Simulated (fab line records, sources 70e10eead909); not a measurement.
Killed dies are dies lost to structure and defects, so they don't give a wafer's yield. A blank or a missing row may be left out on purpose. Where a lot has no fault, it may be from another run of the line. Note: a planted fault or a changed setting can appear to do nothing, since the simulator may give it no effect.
Which of the tools did it?	flow nand harc	Sampling: 6 lots, 18 wafers, 4 of 1159 route steps

== WHAT EACH GAUGE READ, for each wafer ==
NHARC_END_SORT_01.
lot	measured	on	killed at array
L248	day 24 03:04	prober-01	667 668 672

== WHICH TOOL RAN EACH LOT (tool, then ch and the chambers of the sampled wafers, then the start) ==
lot	NHARC_P_BONDPAD_ETCH_24	NHARC_A_ZERO_WELL_ETCH_13	NHARC_A_ONON_D1_DEP_06
L232	rie diel-07 ch 2,3, day 7 03:55 or earlier	rie si-04 ch 0,1,2, day 7 03:55	pecvd onon-04 ch 0, day 8 03:52
L237	rie diel-04 ch 0,2,3, day 7 23:58 or earlier	rie si-03 ch 0,1,3, day 7 23:58	pecvd onon-04 ch 0, day 8 23:16
L239	rie diel-07 ch 0,2,3, day 8 13:37 or earlier	rie si-03 ch 0,1,2, day 8 13:37	pecvd onon-03 ch 0, day 9 14:17
L242	rie diel-07 ch 0,1,3, day 9 06:49 or earlier	rie si-04 ch 1,2,3, day 9 06:49	pecvd onon-03 ch 0, day 10 08:56
L248	rie diel-04 ch 0,1,2, day 10 16:08 or earlier	rie si-03 ch 0,1,3, day 10 16:08	pecvd onon-03, day 11 15:20
L254	rie diel-07 ch 0,3, day 12 02:12 or earlier	rie si-04 ch 0,1,2, day 12 02:12	pecvd onon-03 ch 0, day 13 00:53
- NHARC_P_BONDPAD_ETCH_24: etches the open film in CF4/N2, target depth 30 nm, time 72.99 s.
- NHARC_A_ZERO_WELL_ETCH_13: etches the open film in HBr/Cl2, target depth 120 nm, time 40.1 s.
- NHARC_A_ONON_D1_DEP_06: target thk 1000 nm.

== THE ANSWER, worked out from the rows above alone ==
Rule: the lots themselves supply what counts as usual. Put in order of their means at a reading, lots are off if they are a third of the lots or fewer, leave a main group of 4 or more, and stand apart from it by a gap of 3 or more times the standard deviation of the main group's means; of several such gaps the widest counts. A main group whose means are all the same, to the digits that the tables above print for the reading, isn't used. Also off: a lot with no number at a reading for which 4 or more lots have one. Where the step has rows for the other lots, those lots are counted as sound.
Nothing can be told from this: no lot is off at any reading shown.

== WHAT HAD BEEN PUT IN BY THE SIMULATOR ==
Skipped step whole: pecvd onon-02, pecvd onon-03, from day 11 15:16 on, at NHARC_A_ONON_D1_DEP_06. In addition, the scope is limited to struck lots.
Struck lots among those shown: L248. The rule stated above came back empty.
